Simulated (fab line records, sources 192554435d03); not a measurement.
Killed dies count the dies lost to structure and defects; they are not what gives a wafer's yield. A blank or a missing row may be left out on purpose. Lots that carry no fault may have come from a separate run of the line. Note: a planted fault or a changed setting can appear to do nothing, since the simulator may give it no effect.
Comparing a struck lot with a sound one    flow n5-finfet    18 steps out of a route of 1938
Sound: the wafers L448.1, L448.4, L448.6. The struck wafers were L444.2, L444.4, L444.5. At the end, the cause is stated.
Each step with rows lists, per side, the tool, then ch with its chambers, then its first start. Under that, the readings that differ: sound wafers    struck wafers    difference of the means    sigmas: that difference in standard deviations of wafers without a fault.
alike: same words and numbers on both sides, and readings whose means sit less than 2 such deviations apart. not compared: any withheld reading, any reading some wafer has no value for, any bound like >300 that may hide the same value, and any number with overlapping values for which the record gives no deviation.
The two part at a step that has a row with sigmas, a row that says differs or no value, or rows on one side only. Numbers that have no deviation but don't overlap get no sigmas and don't part them. A reading that every wafer of one side lacks parts them only if that side has two wafers or more.

N5_PASSIVATION_STRIP_14: strips in O2.
  sound on rie-diel-04 ch 0,1,2, day 16 06:42; struck on rie-diel-02 ch 0,2,3, day 15 13:00
  alike: drypump-motor-current-A, oes-product-au, rf-vpp-V, showerhead-plenum-p-Torr, throttle-valve-pct
  not compared: rf-hours-counter-h
N5_PASSIVATION_ETCH_15: etches SiCN in CF4/N2, target depth 75 nm, time 81.2 s.
  sound: rie-diel-04 ch 0,1,2; struck: rie-diel-02 ch 0,2,3
  alike: drypump-motor-current-A, mfc-ar-sccm, oes-product-au, rf-vpp-V, showerhead-plenum-p-Torr, throttle-valve-pct
  not compared: rf-hours-counter-h
then, 2 steps without rows for these wafers: N5_PASSIVATION_STRIP_73 (strips in post etch residue remover, time 60 s); N5_PASSIVATION_SRD_17 (time 30 s, dry time 30 s).
N5_PASSIVATION_DEGAS_18: time 60 s.
  struck on pvd-sputter-03, day 15 13:17; sound on pvd-sputter-02, day 16 08:44
  alike: heater-power-w
N5_PASSIVATION_PRE_CLEAN_19:
  struck on pvd-sputter-03, day 15 13:19; sound on pvd-sputter-02, day 16 08:46
  alike: heater-power-w
then, 1 step without rows for these wafers: N5_PASSIVATION_SPUTTER_20 (material TaN, target thk 50 nm).
N5_PASSIVATION_AL_DEP_21: deposits Al, target thk 2800 nm, time 170 s.
  struck on pvd-sputter-03, day 15 13:28; sound on pvd-sputter-02, day 16 08:55
  alike: cathode-dc-power-W, throttle-valve-pct
then, 4 steps without rows for these wafers: N5_PASSIVATION_HMDS_23 (time 60 s); N5_PASSIVATION_COAT_24; N5_PASSIVATION_EBR_26; N5_PASSIVATION_SOFTBAKE_25 (time 90 s).
N5_PASSIVATION_EXPOSE_27: exposes mask PAD, defocus 0 nm.
  sound on krf-scanner-02 ch 0, day 16 09:20; struck on krf-scanner-01 ch 0, day 15 13:46
reading               sound              struck             difference  sigmas
exposure-dose-mJ-cm2  32.21 32.24 32.28  25.46 25.51 25.51  -6.75       -99 or more
  alike: mask
then, 3 steps without rows for these wafers: N5_PASSIVATION_PEB_28; N5_PASSIVATION_DEVELOP_29 (develop time 60 s); N5_PASSIVATION_HARDBAKE_31 (time 120 s).
N5_PASSIVATION_CD_MEAS_30: the cd target is 4000 nm.
  sound on cd-sem-02 ch 0, day 16 09:30; struck on cd-sem-01 ch 0, day 15 13:56
reading     sound           struck          difference  sigmas
cd-nm (nm)  4001 4000 3999  3957 3956 3957  -43         -13
N5_PASSIVATION_OVL_MEAS_63:
  sound on overlay-02 ch 0, day 16 09:32; struck on overlay-02 ch 0, day 15 13:58
  alike: PAD_OVL

## WHERE THEY PART
Earliest at N5_PASSIVATION_EXPOSE_27; latest, in this record, at N5_PASSIVATION_CD_MEAS_30. Later steps at which nothing parts them and some readings are alike: N5_PASSIVATION_OVL_MEAS_63.

WHY: what the simulator had put in
Drift in process parameters on krf-scanner-01 at N5_PASSIVATION_EXPOSE_27, starting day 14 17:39. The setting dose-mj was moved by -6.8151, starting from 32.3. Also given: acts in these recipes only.
